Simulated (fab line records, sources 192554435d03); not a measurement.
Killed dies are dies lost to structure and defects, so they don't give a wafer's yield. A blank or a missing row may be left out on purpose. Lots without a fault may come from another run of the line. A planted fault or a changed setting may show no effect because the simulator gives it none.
fab line records | flow n5_finfet
record lots=6 wafers=18 last_day=18
route steps=1938 shown ZERO_LAYER@4 BEOL_M4@1111
lots that met no fault: from a run of the same line without faults
start_h: hours from the record's first day to the start of the lot's first wafer shown | wait_h: hours since the lot's step before | " the same as in the row above | L1.1+2: a row that stands for several wafers | - no value, or no start given | * or withheld: withheld | < > ~ a bound
route shown NAME@n: a module of which the file shows steps, and the number in the route of the first | usual: mean/standard deviation of fault-free wafers | same: alike in all rows | chamber/n: place in a boat | sites: the reading at each site | _std_site: their standard deviation | _edge_site: outer sites' mean less inner sites' | radius_mm: how far each site lies from the wafer's centre | mask NAME#n: copy n | behind: the tool/chamber that last shaped the wafer | hold: why the lot was held/for how many hours/how that ended | device: the transistor (n, p or np) that didn't switch | end of line: the same wafers' tests at the end of the route | a step without rows: its recipe alone | killed: dies lost to structure and defects at the first sort, not the wafer's yield | map: a wafer's dies, x killed, . not, _ none there
set.NAME: the setting as run; set.NAME@STEP: as run at that earlier step | model.NAME: the simulator's own value behind a step, which no gauge read
lots at some steps of the route; a table a step, a row a wafer
services: from which hour (start_h, from the record's first day; less than 0 if before it) a tool's chamber was out of use, for how many hours, and why
## steps
# step N5_ZERO_LAYER_PECVD_02
# recipe material=SiO2 target_thk_a=100 temp_c=400 precursor=SiH4/N2O pressure_torr=0.75 rf_w=275 time_s=6
# usual heater_power_w=814/98 showerhead_plenum_p_Torr=8.11/0.12
# same time_s=6
# columns lot.wafer tool chamber start_h wait_h heater_power_w showerhead_plenum_p_Torr
L768.1 pecvd-03 2 18.28 0.0 1017 8.25
L768.3 " 0 " " 811 8.26
L768.5 " 0 " " 783 8.27
L778.3 pecvd-04 2 78.28 0.0 795 8.09
L778.4 " 2 " " 789 8.09
L778.6 " 1 " " 722 8.19
L779.1 pecvd-01 1 84.29 0.0 895 7.88
L779.4 " 1 " " 850 7.88
L779.6 " 2 " " 1013 7.98
L785.2 pecvd-04 1 120.28 0.0 737 8.18
L785.5 " 0 " " 829 8.02
L785.6 " 2 " " 774 8.08
L787.1 pecvd-04 0 132.28 0.0 752 8.00
L787.3 " 1 " " 690 8.19
L787.6 " 2 " " 799 8.09
L790.2 pecvd-04 0 150.28 0.0 808 8.01
L790.3 " 1 " " 668 8.18
L790.4 " 2 " " 701 8.09
# step N5_ZERO_LAYER_HMDS_04
# recipe time_s=60 temp_c=120
# step N5_ZERO_LAYER_COAT_05
# recipe spin_rpm=1500 resist_thk_nm=1000
# step N5_ZERO_LAYER_EBR_07
# recipe solvent=PGMEA ebr_width_mm=1.5
# step N5_ZERO_LAYER_SOFTBAKE_06
# recipe temp_c=100 time_s=90
# step N5_ZERO_LAYER_EXPOSE_08
# recipe mask_id=ZERO na=0.55 source_shape=conventional sigma_outer=0.8 polarization=unpolarized defocus_nm=0 target_cd_nm=2000 dose_mj=16.2
# step N5_ZERO_LAYER_PEB_09
# recipe peb_temp_c=withheld peb_time_s=*
# step N5_ZERO_LAYER_DEVELOP_10
# recipe develop_time_s=60 rinse_liquid=diw dry=air_spin dev_temp_c=21
# step N5_ZERO_LAYER_HARDBAKE_23
# recipe temp_c=130 time_s=120
# step N5_ZERO_LAYER_CD_MEAS_11
# recipe target_cd_nm=2000 landing_energy_ev=500 detector=se_inlens
# usual cd_nm=2000.7/3
# columns lot.wafer tool chamber start_h wait_h cd_nm
L768.1 cd_sem-03 0 18.64 - 2000.8
L768.3 " 0 " " 1996.5
L768.5 " 0 " " 1998.0
L778.3 cd_sem-03 0 78.77 - 1997.8
L778.4 " 0 " " 1997.4
L778.6 " 0 " " 1998.0
L779.1 cd_sem-01 0 84.64 - 1998.8
L779.4 " 0 " " 1995.7
L779.6 " 0 " " 1996.9
L785.2 cd_sem-03 0 120.64 - 1999.4
L785.5 " 0 " " 2000.0
L785.6 " 0 " " 2000.6
L787.1 cd_sem-03 0 132.64 - 2003.0
L787.3 " 0 " " 2002.3
L787.6 " 0 " " 2002.4
L790.2 cd_sem-03 0 150.64 - 2002.6
L790.3 " 0 " " 2000.7
L790.4 " 0 " " 1998.1
# step N5_ZERO_LAYER_DESCUM_16
# recipe chemistry=O2 time_s=7.9 source_power_w=50 bias_power_w=20 pressure_mtorr=20 rf_frequency_hz=2.712e+07 temp_c=40 o2_flow_sccm=225
# usual drypump_motor_current_A=5.8/0.52 oes_product_au=0.77/0.074 rf_vpp_V=243.3/1.5 showerhead_plenum_p_Torr=2.11/0.073 throttle_valve_pct=20.5/0.32
# same time_s=7.9
# columns lot.wafer tool chamber start_h wait_h drypump_motor_current_A oes_product_au rf_hours_counter_h rf_vpp_V showerhead_plenum_p_Torr throttle_valve_pct
L768.1 rie_diel-01 3 18.68 0.0 6.6 0.79 119 244.1 2.20 20.6
L768.3 " 1 " " 6.6 0.72 170 241.7 1.99 20.0
L768.5 " 3 " " 6.6 0.79 - 245.8 2.20 20.6
L778.3 rie_diel-03 3 78.81 0.0 5.1 0.75 168 242.4 2.09 20.6
L778.4 " 2 " " 5.3 0.73 - 244.5 2.16 20.6
L778.6 " 3 " " 5.1 0.76 - 242.9 2.09 20.5
L779.1 rie_diel-01 2 84.78 0.1 5.7 0.73 209 244.0 2.10 21.0
L779.4 " 3 " " 6.6 0.76 145 244.1 2.19 20.7
L779.6 " 0 " " 5.5 0.98 - 243.0 2.12 20.0
L785.2 rie_diel-02 0 120.68 0.0 5.2 0.89 19 242.6 2.08 20.5
L785.5 " 2 " " 5.6 0.73 - 241.6 2.00 20.5
L785.6 " 3 " " 5.5 0.90 - 245.6 2.25 20.4
L787.1 rie_diel-01 1 132.77 0.1 6.6 0.69 211 242.1 1.98 20.0
L787.3 " 2 " " 5.7 0.73 221 242.2 2.09 21.0
L787.6 " 2 " " 5.7 0.72 - 243.1 2.09 21.0
L790.2 rie_diel-01 1 151.07 0.4 6.6 0.69 216 241.0 1.98 20.1
L790.3 " 2 " " 5.7 0.71 226 243.1 2.09 21.0
L790.4 " 3 " " 6.6 0.74 160 244.2 2.19 20.7
# step N5_ZERO_LAYER_ETCH_17
# recipe chemistry=CF4 target=SiO2 target_depth_a=120 time_s=13.3 ion_energy_ev=350 pressure_mtorr=40 source_w=450 bias_w=215 Ar_flow_sccm=100 cf4_flow_sccm=100
# usual drypump_motor_current_A=5.8/0.51 mfc_ar_sccm=100.0/0.3 oes_product_au=0.77/0.067 rf_fwd_power_W=446.6/1.6 rf_vpp_V=949/4.6 showerhead_plenum_p_Torr=2.15/0.068 throttle_valve_pct=15.74/0.24
# same time_s=13.3
# columns lot.wafer tool chamber start_h wait_h drypump_motor_current_A mfc_ar_sccm oes_product_au rf_fwd_power_W rf_hours_counter_h rf_vpp_V showerhead_plenum_p_Torr throttle_valve_pct
L768.1 rie_diel-01 3 18.72 0.0 6.6 99.8 0.77 443.5 119 953 2.23 15.76
L768.3 " 1 " " 6.6 99.9 0.75 446.1 170 942 2.07 15.43
L768.5 " 3 " " 6.6 99.7 0.77 445.9 - 955 2.23 15.76
L778.3 rie_diel-03 3 78.84 0.0 5.1 100.5 0.76 446.5 168 949 2.12 15.79
L778.4 " 2 " " 5.3 100.1 0.73 445.9 - 953 2.21 15.87
L778.6 " 3 " " 5.1 100.2 0.76 447.1 - 948 2.12 15.78
L779.1 rie_diel-01 2 84.82 0.0 5.7 101.2 0.74 446.5 209 948 2.12 16.08
L779.4 " 3 " " 6.6 100.2 0.75 445.9 145 955 2.22 15.83
L779.6 " 0 " " 5.6 100.0 0.97 447.8 - 954 2.19 15.30
L785.2 rie_diel-02 0 120.71 0.0 5.2 100.3 0.85 449.9 19 947 2.11 15.51
L785.5 " 2 " " 5.6 100.2 0.73 445.7 - 942 2.04 15.65
L785.6 " 3 " " 5.5 100.1 0.89 449.5 - 957 2.26 15.26
L787.1 rie_diel-01 1 132.80 0.0 6.6 100.0 0.72 446.0 211 943 2.05 15.49
L787.3 " 2 " " 5.7 99.9 0.73 450.0 221 948 2.12 16.11
L787.6 " 2 " " 5.7 100.1 0.73 450.6 - 947 2.12 16.10
L790.2 rie_diel-01 1 151.10 0.0 6.6 99.6 0.71 447.2 216 942 2.05 15.50
L790.3 " 2 " " 5.7 100.2 0.73 446.8 226 948 2.12 16.13
L790.4 " 3 " " 6.6 99.6 0.73 447.5 160 953 2.22 15.84
# step N5_ZERO_LAYER_ETCH_18
# recipe chemistry=HBr/Cl2 target=Si target_depth_a=1200 time_s=40 pressure_mtorr=10 icp_w=800 bias_w=75 HBr_flow_sccm=150 Cl2_flow_sccm=80
# usual HBr_flow_sccm=150.0/0.42 drypump_motor_current_A=5.6/0.46 oes_product_au=0.994/0.0094 rf_fwd_power_W=796.3/2.4 throttle_valve_pct=36.2/0.43
# same time_s=40
# columns lot.wafer tool chamber start_h wait_h HBr_flow_sccm drypump_motor_current_A oes_product_au rf_fwd_power_W rf_hours_counter_h throttle_valve_pct model.etch.depth_nm model.ZERO_LAYER.feature_depth_nm
L768.1 rie_si-06 1 18.79 0.0 150.2 5.8 0.999 794.8 95 35.8 120.1 120.1
L768.3 " 2 " " 150.2 5.5 0.984 793.5 53 36.7 125.7 125.7
L768.5 " 1 " " 149.8 5.8 1.014 792.7 - 35.8 120.7 120.7
L778.3 rie_si-06 0 78.92 0.0 149.9 4.8 0.984 599.7 25 35.8 104.2 104.2
L778.4 " 1 " " 150.5 5.8 0.997 604.3 96 35.8 106.3 106.3
L778.6 " 0 " " 149.6 4.8 0.985 605.5 - 35.8 105 105
L779.1 rie_si-06 3 84.89 0.0 149.6 6.0 0.999 605.4 72 36.4 102.2 102.2
L779.4 " 1 " " 149.7 5.8 1.004 607.6 96 35.8 105.1 105.1
L779.6 " 3 " " 149.8 6.0 1.004 605.0 - 36.4 102.8 102.8
L785.2 rie_si-04 0 120.79 0.0 150.3 5.6 0.999 793.5 125 36.6 117 117
L785.5 " 1 " " 150.1 5.5 1.002 796.6 - 36.3 119.4 119.4
L785.6 " 0 " " 150.6 5.6 0.996 794.1 - 36.6 115.9 115.9
L787.1 rie_si-04 2 132.87 0.0 150.1 6.4 0.996 796.4 10 35.2 118.8 118.8
L787.3 " 3 " " 149.8 5.6 0.981 793.8 3 36.7 115.9 115.9
L787.6 " 2 " " 149.9 6.4 1.006 795.9 - 35.2 119.6 119.6
L790.2 rie_si-01 0 152.35 1.2 150.0 6.0 0.981 796.9 38 36.3 114 114
L790.3 " 2 " " 149.8 5.3 0.993 796.9 92 35.6 119 119
L790.4 " 1 " " 150.2 6.3 0.996 791.9 2 35.7 117.8 117.8
# step N5_ZERO_LAYER_STRIP_24
# recipe chemistry=O2 power_w=1000 temp_c=250 overash_fraction=0.3 pressure_mtorr=1000 o2_flow_sccm=6750
# usual drypump_motor_current_A=5.76/0.27 heater_power_w=337/31 oes_product_au=0.648/0.0047 strip_time_to_endpoint_s=43.86/0.075
# columns lot.wafer tool chamber start_h wait_h drypump_motor_current_A heater_power_w oes_product_au rf_hours_counter_h strip_time_to_endpoint_s
L768.1 plasma_asher-02 0 18.90 0.1 5.80 313 0.642 24 43.81
L768.3 " 1 " " 5.62 367 0.650 - 43.71
L768.5 " 0 " " 5.78 311 0.648 - 43.83
L778.3 plasma_asher-01 0 79.04 0.1 6.25 374 0.646 - 43.99
L778.4 " 1 " " 5.45 307 0.650 - 44.05
L778.6 " 0 " " 6.25 383 0.645 - 43.90
L779.1 plasma_asher-01 0 84.99 0.1 6.23 373 0.647 93 44.20
L779.4 " 1 " " 5.46 301 0.645 - 44.05
L779.6 " 1 " " 5.47 306 0.638 - 44.05
L785.2 plasma_asher-01 0 120.89 0.1 6.23 385 0.646 100 43.82
L785.5 " 0 " " 6.24 381 0.645 - 43.85
L785.6 " 1 " " 5.46 303 0.647 - 43.75
L787.1 plasma_asher-01 1 132.98 0.1 5.47 301 0.644 103 43.86
L787.3 " 1 " " 5.46 302 0.657 - 43.90
L787.6 " 0 " " 6.21 383 0.652 - 43.83
L790.2 plasma_asher-02 1 152.53 0.1 5.59 357 0.644 50 43.89
L790.3 " 1 " " 5.61 357 0.646 - 43.99
L790.4 " 0 " " 5.79 311 0.649 - 43.92
# step N5_BEOL_M4_RC_MEAS_101
# usual DIBL_N=36.0/2.5 DIBL_P=36.7/3 IOFF_N=0.16/0.043 IOFF_P=0.21/0.049 ION_N=673/15 ION_P=461/9.8 SS_N=71.5/0.83 SS_P=73.4/0.83 VT_N=250/4 VT_P=-251/4
# columns lot.wafer tool chamber start_h wait_h DIBL_N[mV/V] DIBL_P[mV/V] IOFF_N[nA/um] IOFF_P[nA/um] ION_N[uA/um] ION_P[uA/um] SS_N[mV/dec] SS_P[mV/dec] VT_N[mV] VT_P[mV]
L768.1 prober-02 0 160.65 0.0 33.3 31.5 0.10 0.14 646 447 70.4 72.7 257 -257
L768.3 " 0 " " 34.0 31.9 0.10 0.14 639 446 70.9 72.6 256 -259
L768.5 " 0 " " 38.0 37.0 0.18 0.20 681 458 72.0 74.1 248 -254
L779.1 prober-02 0 237.10 0.0 33.9 30.8 0.12 0.19 673 472 70.8 72.6 253 -249
L779.4 " 0 " " 35.0 32.6 0.14 0.21 681 476 71.3 71.9 251 -246
L779.6 " 0 " " 36.0 34.2 0.14 0.22 673 465 71.1 73.1 250 -248
L778.3 prober-02 0 242.34 0.3 36.3 36.6 0.18 0.21 697 467 71.0 73.8 249 -252
L778.4 " 0 " " 39.4 39.3 0.20 0.24 678 457 72.8 74.5 248 -252
L778.6 " 0 " " 39.2 40.1 0.22 0.27 691 482 72.9 74.1 247 -249
L787.1 prober-01 0 295.98 0.0 36.8 37.8 0.19 0.24 669 461 71.8 73.0 247 -247
L787.3 " 0 " " 37.7 39.8 0.22 0.29 701 474 72.4 74.1 242 -244
L787.6 " 0 " " 35.7 35.9 0.17 0.21 662 451 72.0 73.8 248 -250
L785.2 prober-02 0 296.29 0.2 33.6 34.7 0.13 0.16 654 443 71.1 72.4 255 -254
L785.5 " 0 " " 34.3 36.4 0.14 0.18 678 463 70.8 72.9 253 -253
L785.6 " 0 " " 31.0 31.9 0.10 0.12 648 441 69.8 72.7 257 -259
L790.2 prober-01 0 325.48 0.2 35.5 36.3 0.13 0.16 666 456 71.7 72.6 255 -257
L790.3 " 0 " " 36.5 37.3 0.14 0.17 651 443 71.4 73.3 255 -254
L790.4 " 0 " " 30.5 30.2 0.08 0.10 635 435 69.7 71.2 258 -264
## services
# columns tool chamber start_h hours kind
rie_diel-01 - -5.46 2.8 pm
pecvd-01 0 2.06 18.8 repair
pecvd-01 - 2.89 1.8 repair
rie_si-06 2 6.75 6.4 repair
rie_diel-02 1 21.67 6.5 repair
pecvd-04 2 41.72 6.6 repair
rie_diel-02 - 46.21 15.6 pm
rie_diel-03 3 48.58 9.8 repair
rie_diel-01 3 50.91 4.7 repair
pecvd-04 0 52.84 12.6 repair
rie_diel-01 0 55.60 - clean
rie_diel-01 0 55.60 - consumable_replace:focus_ring
rie_diel-01 0 55.60 23.9 scheduled_down
rie_diel-01 0 55.60 23.9 vent_cycle
rie_si-01 1 56.45 16.6 repair
pecvd-03 1 59.56 17.9 repair
plasma_asher-01 - 75.48 0.7 repair
rie_diel-03 1 76.00 12.8 repair
pecvd-04 - 85.19 0.5 repair
rie_si-04 - 86.87 0.8 repair
pecvd-03 2 92.75 11.3 repair
rie_diel-01 - 94.55 4.1 repair
plasma_asher-01 - 149.21 9.0 repair
plasma_asher-02 - 150.35 2.0 repair
## key
first_sign step=N5_ZERO_LAYER_ETCH_18 reading=rf_fwd_power_W direction=down sigmas=81 usual=* struck=*
effect none on later readings
model_effect step=N5_ZERO_LAYER_ETCH_18 value=etch.depth_nm without=118.5 struck=104.3
met_at N5_ZERO_LAYER_ETCH_18
struck_wafers L778.3,L778.4,L778.6,L779.1,L779.4,L779.6
onset_between 18.79 78.92
fault kind=process_parameter_drift tool=rie_si-06 chamber=- onset_h=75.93 steps=N5_ZERO_LAYER_ETCH_18 channel=icp_w offset=-192 shape=step end_h=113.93 acts_in=these_recipes_only stated=800
